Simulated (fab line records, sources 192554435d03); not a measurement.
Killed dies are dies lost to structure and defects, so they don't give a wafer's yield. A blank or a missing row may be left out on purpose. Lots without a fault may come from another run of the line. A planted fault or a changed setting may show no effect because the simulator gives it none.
Which tool did it? | flow n5_finfet | 22 lots, 66 wafers sampled, at 5 steps of a route of 1938

WHAT THE GAUGES READ, wafer by wafer
N5_BEOL_M9_OVL_MEAS_12. Usual: M9_OVL -0.2 nm, standard deviation 0.67.
lot  | measured     | on         | M9_OVL (nm)    | flag
L074 | day 9 19:01  | overlay-02 | 0.2 -1.1 0.0   |
L077 | day 9 19:32  | overlay-01 | -0.4 -0.7 -1.0 |
L076 | day 10 01:22 | overlay-02 | -0.5 -1.1 -0.2 |
L079 | day 10 21:26 | overlay-02 | -0.5 -1.8 -1.3 |
L080 | day 10 21:28 | overlay-01 | 0.6 -0.7 -0.4  |
L078 | day 11 00:16 | overlay-02 | 0.7 0.0 0.3    |
L081 | day 11 06:58 | overlay-01 | 0.7 -0.5 -0.4  |
L082 | day 11 11:44 | overlay-01 | -0.2 -0.9 -0.2 |
L083 | day 11 11:53 | overlay-02 | 0.6 0.3 1.0    |
L084 | day 11 21:07 | overlay-02 | -0.2 -0.6 0.1  |
L086 | day 12 14:18 | overlay-01 | -0.6 -0.4 -0.5 |
L087 | day 12 21:59 | overlay-01 | -0.8 -0.4 0.4  |
L088 | day 13 04:59 | overlay-02 | 0.0 -0.4 -0.7  |
L090 | day 13 05:09 | overlay-02 | -1.3 -1.1 -1.4 |
L089 | day 13 14:01 | overlay-01 | 0.7 0.8 0.5    |
L091 | day 13 14:20 | overlay-02 | 0.1 -1.3 0.1   |
L092 | day 14 00:58 | overlay-01 | 0.4 -0.2 0.0   |
L093 | day 14 12:49 | overlay-01 | -1.0 -0.3 -1.6 |
L094 | day 14 16:35 | overlay-01 | -1.5 -0.9 -1.9 |
L095 | day 14 17:04 | overlay-01 | 0.0 -0.4 -0.5  |
L096 | day 15 04:56 | overlay-01 | 0.1 0.2 0.2    |
L097 | day 15 09:43 | overlay-01 | 0.7 0.3 1.0    |

WHICH TOOL RAN EACH LOT (tool, then ch and the chambers of the sampled wafers, then the start)
lot  | N5_BEOL_M8_STRIP_36                | N5_BEOL_M8_STRIP_80                           | N5_BEOL_M8_ANNEAL_51             | N5_BEOL_M8_CMP_52
L074 | rie_diel-02 ch 2,3, day 9 11:42    | rie_diel-02 ch 2,3, day 9 13:48 or earlier    | rtp_anneal-01 ch 0, day 9 13:48  | cmp-04 ch 2,3, day 9 14:04
L077 | rie_diel-02 ch 1,2, day 9 13:03    | rie_diel-02 ch 1,2, day 9 15:11 or earlier    | rtp_anneal-02 ch 0, day 9 15:11  | cmp-02 ch 0,2, day 9 15:29
L076 | rie_diel-02 ch 0,2,3, day 9 19:57  | rie_diel-02 ch 0,2,3, day 9 22:03 or earlier  | rtp_anneal-01 ch 0, day 9 22:03  | cmp-02 ch 0,3, day 9 22:20
L079 | rie_diel-06 ch 1,2,3, day 10 16:19 | rie_diel-06 ch 1,2,3, day 10 18:35 or earlier | rtp_anneal-02 ch 0, day 10 18:35 | cmp-03 ch 0,1, day 10 18:53
L080 | rie_diel-04 ch 0,1,3, day 10 16:59 | rie_diel-04 ch 0,1,3, day 10 18:38 or earlier | rtp_anneal-01 ch 0, day 10 18:38 | cmp-04 ch 0,3, day 10 18:56
L078 | rie_diel-06 ch 0,2,3, day 10 20:07 | rie_diel-06 ch 0,2,3, day 10 22:07 or earlier | rtp_anneal-02 ch 0, day 10 22:07 | cmp-02 ch 0,2,3, day 10 22:25
L081 | rie_diel-04 ch 1,3, day 10 22:55   | rie_diel-04 ch 1,3, day 11 02:23 or earlier   | rtp_anneal-02 ch 0, day 11 02:23 | cmp-02 ch 0,3, day 11 02:43
L082 | rie_diel-06 ch 1,2, day 11 06:18   | rie_diel-06 ch 1,2, day 11 08:08 or earlier   | rtp_anneal-02 ch 0, day 11 08:08 | cmp-04 ch 0,2, day 11 08:28
L083 | rie_diel-02 ch 0,2,3, day 11 06:20 | rie_diel-02 ch 0,2,3, day 11 08:26 or earlier | rtp_anneal-01 ch 0, day 11 08:26 | cmp-04 ch 1,2,3, day 11 08:44
L084 | rie_diel-06 ch 1,2, day 11 14:47   | rie_diel-06 ch 1,2, day 11 18:33 or earlier   | rtp_anneal-01 ch 0, day 11 18:33 | cmp-02 ch 0,2,3, day 11 18:52
L086 | rie_diel-04 ch 1,2,3, day 12 08:37 | rie_diel-04 ch 1,2,3, day 12 11:29 or earlier | rtp_anneal-02 ch 0, day 12 11:29 | cmp-02 ch 1,2,3, day 12 11:47
L087 | rie_diel-04 ch 2,3, day 12 16:53   | rie_diel-04 ch 2,3, day 12 19:40 or earlier   | rtp_anneal-02 ch 0, day 12 19:40 | cmp-02 ch 0,2,3, day 12 20:04
L088 | rie_diel-04 ch 1,2,3, day 12 23:28 | rie_diel-04 ch 1,2,3, day 13 01:29 or earlier | rtp_anneal-02 ch 0, day 13 01:29 | cmp-02 ch 2,3, day 13 01:47
L090 | rie_diel-04 ch 0,2,3, day 12 23:55 | rie_diel-04 ch 0,2,3, day 13 02:10 or earlier | rtp_anneal-02 ch 0, day 13 02:10 | cmp-03 ch 1,2,3, day 13 02:32
L089 | rie_diel-02 ch 0,3, day 13 07:55   | rie_diel-02 ch 0,3, day 13 10:16 or earlier   | rtp_anneal-01 ch 0, day 13 10:16 | cmp-02 ch 0,1,3, day 13 10:35
L091 | rie_diel-06 ch 2,3, day 13 08:54   | rie_diel-06 ch 2,3, day 13 11:01 or earlier   | rtp_anneal-01 ch 0, day 13 11:01 | cmp-03 ch 0,2,3, day 13 11:17
L092 | rie_diel-02 ch 0,3, day 13 19:41   | rie_diel-02 ch 0,3, day 13 21:44 or earlier   | rtp_anneal-02 ch 0, day 13 21:44 | cmp-03 ch 0,1,3, day 13 22:07
L093 | rie_diel-02 ch 1,2,3, day 14 06:15 | rie_diel-02 ch 1,2,3, day 14 08:41 or earlier | rtp_anneal-01 ch 0, day 14 08:41 | cmp-03 ch 0,3, day 14 09:11
L094 | rie_diel-04 ch 0,1,3, day 14 08:30 | rie_diel-04 ch 0,1,3, day 14 12:32 or earlier | rtp_anneal-01 ch 0, day 14 12:32 | cmp-04 ch 0,1,2, day 14 12:47
L095 | rie_diel-02 ch 0,1,3, day 14 11:28 | rie_diel-02 ch 0,1,3, day 14 14:03 or earlier | rtp_anneal-01 ch 0, day 14 14:03 | cmp-02 ch 1,2,3, day 14 14:21
L096 | rie_diel-06 ch 0,2, day 14 22:50   | rie_diel-06 ch 0,2, day 15 01:26 or earlier   | rtp_anneal-01 ch 0, day 15 01:26 | cmp-02 ch 0,2, day 15 01:56
L097 | rie_diel-04 ch 0,1,2, day 15 02:15 | rie_diel-04 ch 0,1,2, day 15 05:35 or earlier | rtp_anneal-02 ch 0, day 15 05:35 | cmp-03 ch 1,3, day 15 05:55
- N5_BEOL_M8_STRIP_36: strips in N2/H2.
- N5_BEOL_M8_STRIP_80: strips in N2/H2, time 10 s.
- N5_BEOL_M8_ANNEAL_51: time 90 s.
- N5_BEOL_M8_CMP_52: polishes, stops on SiCOH lowk, t overpolish 6.9 s, target thk 80 nm.

WHAT THE TOOLS THEMSELVES READ (means of the sampled wafers that have a number; where no wafer has one, the mark that the record gives instead)
N5_BEOL_M8_STRIP_36. Usual: drypump_motor_current_A 5.8 A, standard deviation 0.53; oes_product_au 0.80 a.u., standard deviation 0.08; rf_vpp_V 59.1 V, standard deviation 1.4; showerhead_plenum_p_Torr 2.53 Torr, standard deviation 0.082; throttle_valve_pct 23.7 %, standard deviation 0.3.
lot  | tool        | drypump_motor_current_A (A) | oes_product_au (a.u.) | rf_vpp_V (V) | showerhead_plenum_p_Torr (Torr) | throttle_valve_pct (%) | flag
L074 | rie_diel-02 | 6.0                         | 0.78                  | 59.2         | 2.55                            | 24.0                   |
L077 | rie_diel-02 | 6.2                         | 0.77                  | 58.9         | 2.59                            | 23.8                   |
L076 | rie_diel-02 | 5.6                         | 0.78                  | 59.5         | 2.52                            | 23.9                   |
L079 | rie_diel-06 | 5.5                         | 0.73                  | 57.9         | 2.54                            | 23.8                   |
L080 | rie_diel-04 | 6.1                         | 0.89                  | 60.0         | 2.55                            | 23.5                   |
L078 | rie_diel-06 | 5.9                         | 0.76                  | 58.6         | 2.47                            | 23.6                   |
L081 | rie_diel-04 | 6.0                         | 0.85                  | 59.4         | 2.62                            | 23.6                   |
L082 | rie_diel-06 | 5.8                         | 0.71                  | 60.5         | 2.49                            | 23.6                   |
L083 | rie_diel-02 | 5.6                         | 0.77                  | 56.7         | 2.52                            | 23.9                   |
L084 | rie_diel-06 | 5.8                         | 0.72                  | 60.0         | 2.57                            | 23.9                   |
L086 | rie_diel-04 | 5.9                         | 0.83                  | 58.2         | 2.53                            | 23.7                   |
L087 | rie_diel-04 | 5.9                         | 0.79                  | 60.4         | 2.52                            | 23.7                   |
L088 | rie_diel-04 | 5.9                         | 0.82                  | 60.1         | 2.53                            | 23.7                   |
L090 | rie_diel-04 | 6.1                         | 0.83                  | 58.8         | 2.53                            | 23.6                   |
L089 | rie_diel-02 | 5.2                         | 0.91                  | 60.4         | 2.49                            | 23.9                   |
L091 | rie_diel-06 | 5.6                         | 0.71                  | 57.8         | 2.46                            | 23.6                   |
L092 | rie_diel-02 | 5.2                         | 0.86                  | 59.4         | 2.48                            | 23.8                   |
L093 | rie_diel-02 | 5.7                         | 0.88                  | 59.1         | 2.55                            | 23.9                   |
L094 | rie_diel-04 | 6.1                         | 0.84                  | 57.4         | 2.53                            | 23.5                   |
L095 | rie_diel-02 | 5.3                         | 0.89                  | 59.8         | 2.53                            | 23.8                   |
L096 | rie_diel-06 | 6.5                         | 0.71                  | 59.4         | 2.42                            | 23.3                   |
L097 | rie_diel-04 | 6.1                         | 0.83                  | 59.5         | 2.46                            | 23.6                   |

N5_BEOL_M8_STRIP_80. Usual: drypump_motor_current_A 5.8 A, standard deviation 0.54; oes_product_au 0.80 a.u., standard deviation 0.078; rf_vpp_V 59.2 V, standard deviation 0.97; showerhead_plenum_p_Torr 2.53 Torr, standard deviation 0.082; throttle_valve_pct 23.7 %, standard deviation 0.31.
lot  | tool        | drypump_motor_current_A (A) | oes_product_au (a.u.) | rf_vpp_V (V) | showerhead_plenum_p_Torr (Torr) | throttle_valve_pct (%) | flag
L074 | rie_diel-02 | 6.0                         | 0.77                  | 59.2         | 2.55                            | 24.0                   |
L077 | rie_diel-02 | 6.2                         | 0.78                  | 59.1         | 2.59                            | 23.9                   |
L076 | rie_diel-02 | 5.6                         | 0.78                  | 58.9         | 2.52                            | 23.9                   |
L079 | rie_diel-06 | 5.5                         | 0.75                  | 58.7         | 2.54                            | 23.8                   |
L080 | rie_diel-04 | 6.2                         | 0.89                  | 59.8         | 2.55                            | 23.5                   |
L078 | rie_diel-06 | 5.9                         | 0.76                  | 59.3         | 2.47                            | 23.6                   |
L081 | rie_diel-04 | 6.0                         | 0.85                  | 59.8         | 2.62                            | 23.6                   |
L082 | rie_diel-06 | 5.9                         | 0.72                  | 59.0         | 2.49                            | 23.6                   |
L083 | rie_diel-02 | 5.6                         | 0.77                  | 59.3         | 2.52                            | 23.9                   |
L084 | rie_diel-06 | 5.8                         | 0.71                  | 59.9         | 2.57                            | 23.9                   |
L086 | rie_diel-04 | 5.9                         | 0.83                  | 58.9         | 2.53                            | 23.7                   |
L087 | rie_diel-04 | 5.9                         | 0.79                  | 58.6         | 2.52                            | 23.7                   |
L088 | rie_diel-04 | 5.9                         | 0.82                  | 58.5         | 2.53                            | 23.7                   |
L090 | rie_diel-04 | 6.1                         | 0.83                  | 59.7         | 2.53                            | 23.6                   |
L089 | rie_diel-02 | 5.2                         | 0.91                  | 58.5         | 2.49                            | 23.9                   |
L091 | rie_diel-06 | 5.6                         | 0.72                  | 59.9         | 2.46                            | 23.6                   |
L092 | rie_diel-02 | 5.2                         | 0.85                  | 59.3         | 2.48                            | 23.8                   |
L093 | rie_diel-02 | 5.7                         | 0.88                  | 59.5         | 2.55                            | 23.9                   |
L094 | rie_diel-04 | 6.1                         | 0.84                  | 59.2         | 2.53                            | 23.5                   |
L095 | rie_diel-02 | 5.3                         | 0.90                  | 59.3         | 2.53                            | 23.8                   |
L096 | rie_diel-06 | 6.5                         | 0.71                  | 58.2         | 2.42                            | 23.3                   |
L097 | rie_diel-04 | 6.1                         | 0.83                  | 59.0         | 2.46                            | 23.6                   |

N5_BEOL_M8_ANNEAL_51. Usual: anneal_temp_c 224.95 C, standard deviation 0.17; wafer_temp_C_max 225.88, standard deviation 0.23.
lot  | tool          | anneal_temp_c (C) | wafer_temp_C_max | flag
L074 | rtp_anneal-01 | 224.92            | 225.95           |
L077 | rtp_anneal-02 | 225.16            | 226.13           |
L076 | rtp_anneal-01 | 224.83            | 226.08           |
L079 | rtp_anneal-02 | 225.21            | 225.95           |
L080 | rtp_anneal-01 | 225.05            | 226.03           |
L078 | rtp_anneal-02 | 225.10            | 225.63           |
L081 | rtp_anneal-02 | 224.88            | 225.90           |
L082 | rtp_anneal-02 | 225.01            | 225.68           |
L083 | rtp_anneal-01 | 224.86            | 225.80           |
L084 | rtp_anneal-01 | 224.97            | 225.82           |
L086 | rtp_anneal-02 | 224.89            | 225.68           |
L087 | rtp_anneal-02 | 225.03            | 225.89           |
L088 | rtp_anneal-02 | 224.86            | 225.95           |
L090 | rtp_anneal-02 | 224.87            | 225.91           |
L089 | rtp_anneal-01 | 225.09            | 225.63           |
L091 | rtp_anneal-01 | 224.81            | 225.78           |
L092 | rtp_anneal-02 | 225.04            | 226.07           |
L093 | rtp_anneal-01 | 225.03            | 225.53           |
L094 | rtp_anneal-01 | 224.99            | 225.94           |
L095 | rtp_anneal-01 | 225.02            | 225.95           |
L096 | rtp_anneal-01 | 224.97            | 225.75           |
L097 | rtp_anneal-02 | 224.97            | 225.75           |

N5_BEOL_M8_CMP_52. Usual: barrier_field_endpoint_s 29.0 s, standard deviation 0.6; clearing_platen_rpm 49.998 rpm, standard deviation 0.025; edge_zone_pressure_frac 1.000, standard deviation 0.005; motor_current_A 6.1 A, standard deviation 0.61; overpolish_run_s 6.900 s, standard deviation 0.0099; time_to_endpoint_s 62.7 s, standard deviation 2.3.
lot  | tool   | barrier_field_endpoint_s (s) | clearing_platen_rpm (rpm) | edge_zone_pressure_frac | motor_current_A (A) | overpolish_run_s (s) | time_to_endpoint_s (s) | flag
L074 | cmp-04 | 29.1                         | 49.982                    | 1.000                   | 6.7                 | 6.904                | 64.1                   |
L077 | cmp-02 | 28.3                         | 49.990                    | 1.006                   | 5.6                 | 6.906                | 61.4                   |
L076 | cmp-02 | 28.6                         | 49.995                    | 0.994                   | 6.3                 | 6.908                | 60.5                   |
L079 | cmp-03 | 29.9                         | 50.014                    | 0.998                   | 5.9                 | 6.895                | 63.8                   |
L080 | cmp-04 | 28.9                         | 50.000                    | 0.997                   | 6.3                 | 6.907                | 62.7                   |
L078 | cmp-02 | 28.6                         | 49.987                    | 1.001                   | 5.9                 | 6.898                | 61.9                   |
L081 | cmp-02 | 29.0                         | 49.999                    | 0.999                   | 6.1                 | 6.904                | 59.9                   |
L082 | cmp-04 | 28.6                         | 49.985                    | 1.000                   | 6.4                 | 6.898                | 61.1                   |
L083 | cmp-04 | 28.9                         | 50.030                    | 1.000                   | 6.9                 | 6.903                | 62.5                   |
L084 | cmp-02 | 29.3                         | 49.980                    | 1.000                   | 5.8                 | 6.900                | 61.3                   |
L086 | cmp-02 | 28.4                         | 50.021                    | 1.000                   | 5.8                 | 6.906                | 61.5                   |
L087 | cmp-02 | 28.9                         | 49.983                    | 1.001                   | 5.7                 | 6.898                | 60.4                   |
L088 | cmp-02 | 29.3                         | 49.998                    | 1.006                   | 5.9                 | 6.895                | 64.0                   |
L090 | cmp-03 | 29.4                         | 50.006                    | 1.003                   | 6.1                 | 6.895                | 64.7                   |
L089 | cmp-02 | 28.0                         | 49.990                    | 1.001                   | 5.8                 | 6.901                | 59.5                   |
L091 | cmp-03 | 29.4                         | 49.983                    | 1.005                   | 6.0                 | 6.899                | 66.0                   |
L092 | cmp-03 | 28.9                         | 50.012                    | 1.002                   | 5.9                 | 6.898                | 62.2                   |
L093 | cmp-03 | 29.4                         | 50.002                    | 1.001                   | 6.2                 | 6.894                | 63.8                   |
L094 | cmp-04 | 29.5                         | 49.987                    | 1.002                   | 7.1                 | 6.899                | 64.6                   |
L095 | cmp-02 | 29.1                         | 49.975                    | 0.999                   | 6.0                 | 6.889                | 64.4                   |
L096 | cmp-02 | 28.6                         | 50.005                    | 0.999                   | 5.8                 | 6.897                | 60.8                   |
L097 | cmp-03 | 29.5                         | 50.012                    | 0.994                   | 6.7                 | 6.904                | 64.9                   |

THE ANSWER, worked out from the rows above alone
Rule: a lot is off if the mean of its wafers that have a number lies more than 3 standard deviations from the usual mean. A lot without any number at a reading at which 4 lots or more have one is off too. The other lots that the step has rows for count as sound. The gauges are gone through in route order, then the tools' own readings, and for those a lot's mean is taken as printed above. The first step at which some lot is off is used, and at that step the reading that is off furthest; a lot without a number counts as furthest.
No lot is off at any reading shown: from this, nothing can be told.

WHAT THE SIMULATOR HAD PUT IN
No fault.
